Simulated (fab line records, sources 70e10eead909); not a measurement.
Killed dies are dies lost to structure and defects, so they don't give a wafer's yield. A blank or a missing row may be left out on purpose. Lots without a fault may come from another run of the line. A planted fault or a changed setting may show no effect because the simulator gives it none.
Problem report in the 8D (eight disciplines) form, filled by code | flow nand_harc | the parts of the form that need people (team, actions taken, sign-off) are left out

1. THE PROBLEM
run_length_s at NHARC_P_GATE_DESCUM_13 reads a mean of 25.8 s on 6 wafers of 3 lots; wafers without a fault read 24.0 s with a standard deviation of 0.35. That is +5.0 standard deviations from the usual mean.
The step: chemistry O2, time 3 s.
First seen on wafer L738.3, day 6 20:46, on rie_diel-04. The record holds 33 wafers of 12 lots with a number at this step. Rule for "out", or "out of limits": more than 4 standard deviations from the usual mean. The other wafers with a number count as sound.

2. WHAT IT IS AND WHAT IT IS NOT
question                    | is                     | is not
which readings at this step | run_length_s           | drypump_motor_current_A, oes_product_au, rf_vpp_V, showerhead_plenum_p_Torr
which lots                  | L738, L740, L741       | L733, L734, L745, L746, L747, L751, L752, L753, L754
which wafers of those lots  | all that have a number | -
read on which tools         | rie_diel-04            | rie_diel-05, rie_diel-10
when                        | from day 6 20:46       | up to then (6 sound wafers); but 21 sound wafers of L745, L746, L747, L751, L752, L753, L754 came after

3. SUSPECTS, AND WHAT RULES EACH OUT
Counting: a tool at a process step up to the reading stays a suspect if it ran every lot that is out and no sound lot after the first of them.
- rie_diel-04 at NHARC_P_GATE_DESCUM_13 (chemistry O2, time 3 s): ruled out as a lasting fault. Sound lots L747, L751, L752, L753 ran on it after its first lot that is out, L738 (day 6 20:46).
Left after counting: nothing in the record.

4. THE CAUSE (what the simulator had put in)
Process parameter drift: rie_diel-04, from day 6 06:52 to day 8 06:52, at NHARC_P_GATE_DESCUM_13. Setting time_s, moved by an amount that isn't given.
Counting ruled it out, wrongly.

5. THE CHAIN OF EFFECTS, in route order
Each row: a reading whose mean over the struck wafers that have a number lies more than 3 standard deviations from the usual. Only readings for which the record gives a usual standard deviation are gone through. hours: the time from each lot's start at the first step in this table that gives one to its start at this step, as a median over the lots. sigmas: the change in usual standard deviations.
hours | step                   | reading      | usual  | on struck wafers | change | sigmas
0     | NHARC_P_GATE_DESCUM_13 | run_length_s | 24.0 s | 25.8             | +1.8   | +5.0
The process steps in it:
- NHARC_P_GATE_DESCUM_13: chemistry O2, time 3 s.

6. WHAT WOULD HAVE CAUGHT IT SOONER
In this record the first reading out of limits was taken at day 6 20:46, 14 hours after the fault began at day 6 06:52.
